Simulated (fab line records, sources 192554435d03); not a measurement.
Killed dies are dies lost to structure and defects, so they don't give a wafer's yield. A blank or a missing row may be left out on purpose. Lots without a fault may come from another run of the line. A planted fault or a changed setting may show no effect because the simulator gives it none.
One fault seen from 2 desks | flow n5_finfet | each desk has only its own numbers; what lay behind them comes last

THE METROLOGY DESK
What the gauges read, lot by lot, whatever tool the lot ran on: means of the sampled wafers that have a number. A lot is out of limits, marked OUT, if its mean lies more than 4 standard deviations from the usual mean; the brackets give that distance. Of its 11 readings 7 are shown: those that lie furthest out on some lot.
Columns: A = DIBL_N at N5_BEOL_M4_RC_MEAS_101, usual 36.4 mV/V; B = DIBL_P at N5_BEOL_M4_RC_MEAS_101, usual 35.8 mV/V; C = IOFF_N at N5_BEOL_M4_RC_MEAS_101, usual 0.154 nA/um; D = IOFF_P at N5_BEOL_M4_RC_MEAS_101, usual 0.21 nA/um; E = ION_N at N5_BEOL_M4_RC_MEAS_101, usual 672 uA/um; F = ION_P at N5_BEOL_M4_RC_MEAS_101, usual 462 uA/um; G = SS_P at N5_BEOL_M4_RC_MEAS_101, usual 73.2 mV/dec
lot  | first seen here | A    | B    | C     | D    | E   | F   | G
L708 | day 5 15:21     | 34.2 | 33.8 | 0.133 | 0.19 | 660 | 460 | 72.3
L709 | day 5 19:41     | 37.8 | 37.2 | 0.165 | 0.24 | 667 | 462 | 73.3
L713 | day 6 19:31     | 33.9 | 33.5 | 0.127 | 0.20 | 671 | 470 | 72.7
L715 | day 7 12:57     | 35.1 | 32.9 | 0.136 | 0.19 | 675 | 464 | 72.7
L723 | day 9 11:01     | 35.5 | 36.4 | 0.159 | 0.20 | 673 | 460 | 73.5
L724 | day 9 16:20     | -    | -    | -     | -    | -   | -   | -
L725 | day 9 21:11     | -    | -    | -     | -    | -   | -   | -
L730 | day 10 22:58    | 36.2 | 35.3 | 0.159 | 0.23 | 680 | 468 | 73.0
L731 | day 11 08:27    | 37.3 | 35.6 | 0.155 | 0.20 | 677 | 459 | 72.8
This desk's finding: nothing out of limits on any of the 9 lots.

THE TOOL OWNER'S DESK: rie_diel-05
The tool's own readings at N5_BEOL_M0_SAQP_SPACER2_ETCHBACK_27 (etches SiO2 in CHF3/O2, target depth 22.5 nm, time 11.25 s): means of the sampled wafers that have a number, for each lot that ran on this tool. A lot is out of limits, marked OUT, if its mean lies more than 4 standard deviations from the usual mean; the brackets give that distance. Of its 9 readings 7 are shown: those that lie furthest out on some lot.
Columns: A = CHF3_flow_sccm at N5_BEOL_M0_SAQP_SPACER2_ETCHBACK_27, usual 50.02 sccm; B = O2_flow_sccm at N5_BEOL_M0_SAQP_SPACER2_ETCHBACK_27, usual 5.001 sccm; C = bias_w at N5_BEOL_M0_SAQP_SPACER2_ETCHBACK_27, usual 170.0 W; D = drypump_motor_current_A at N5_BEOL_M0_SAQP_SPACER2_ETCHBACK_27, usual 5.5 A; E = oes_product_au at N5_BEOL_M0_SAQP_SPACER2_ETCHBACK_27, usual 0.79 a.u.; F = rf_fwd_power_W at N5_BEOL_M0_SAQP_SPACER2_ETCHBACK_27, usual 645.8 W; G = rf_vpp_V at N5_BEOL_M0_SAQP_SPACER2_ETCHBACK_27, usual 525 V
lot  | first seen here | A     | B     | C     | D   | E    | F     | G
L709 | day 5 21:19     | 50.04 | 4.999 | 170.0 | 5.6 | 0.75 | 644.5 | 526
L713 | day 6 21:05     | 50.08 | 5.012 | 170.7 | 5.8 | 0.74 | 647.3 | 518
L723 | day 9 12:41     | 49.97 | 4.998 | 169.7 | 5.9 | 0.75 | 643.5 | 524
L730 | day 11 00:32    | 50.12 | 5.006 | 169.9 | 5.5 | 0.71 | 646.3 | 521
L731 | day 11 10:19    | 49.85 | 5.002 | 170.2 | 5.5 | 0.72 | 643.2 | 525
This desk's finding: nothing out of limits on any of the 5 lots.

PUT TOGETHER
The metrology desk saw nothing out of limits.
The tool owner's desk saw nothing out of limits.

WHAT THE SIMULATOR HAD PUT IN
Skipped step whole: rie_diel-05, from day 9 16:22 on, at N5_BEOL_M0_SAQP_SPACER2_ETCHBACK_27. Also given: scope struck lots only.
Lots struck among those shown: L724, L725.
